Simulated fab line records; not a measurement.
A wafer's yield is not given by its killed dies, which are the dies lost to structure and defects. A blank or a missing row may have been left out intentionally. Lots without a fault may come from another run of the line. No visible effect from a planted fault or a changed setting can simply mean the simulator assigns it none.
Chamber matching	flow nandHarc	rieDiel-13 running NHARC_P_M2_ETCH_35: 4 sister chambers
The step etches the open film in N2/H2, target depth 40 nm, overetch 12 nm, time 43.94 s. 4 wafers are shown with their chamber, then 8 later ones without.

## WAFERS PAIRED WITH THEIR CHAMBERS
wafer	chamber	drypumpMotorCurrentA (A)
L081.5	2	5.5
L083.1	1	5.0
L083.6	0	6.5
L086.1	3	5.6

## WAFERS MISSING THEIR CHAMBER
wafer	drypumpMotorCurrentA (A)
L086.2	5.4
L086.5	5.4
L088.2	6.5
L088.4	4.9
L088.5	5.4
L095.1	6.4
L095.2	5.0
L095.5	5.0

## CHAMBER TAKEN BY EACH
wafer	from the rows above	in truth
L086.2	can't be placed: 2 or 3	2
L086.5	can't be placed: 2 or 3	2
L088.2	0	0
L088.4	1	1
L088.5	can't be placed: 2 or 3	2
L095.1	0	0
L095.2	1	1
L095.5	1	1
Placed correctly: 5 of 8. Cannot be placed on the basis of these rows: 3; the candidates contain the true chamber in 3. Number placed wrongly: 0.
How it was worked out, from the rows above alone: a wafer's distance from a chamber is the root of the sum, over the readings, of the square of ((its reading less the chamber's mean) divided by the reading's scatter). If the next closest chamber is less than 2 further off than the closest, the wafer can't be placed; otherwise it belongs to the closest. The mean given for a chamber averages the wafers shown for that chamber. The scatter: with one shown wafer a chamber, the root of the mean of the squares of how far each hidden wafer lies from its nearest shown one.
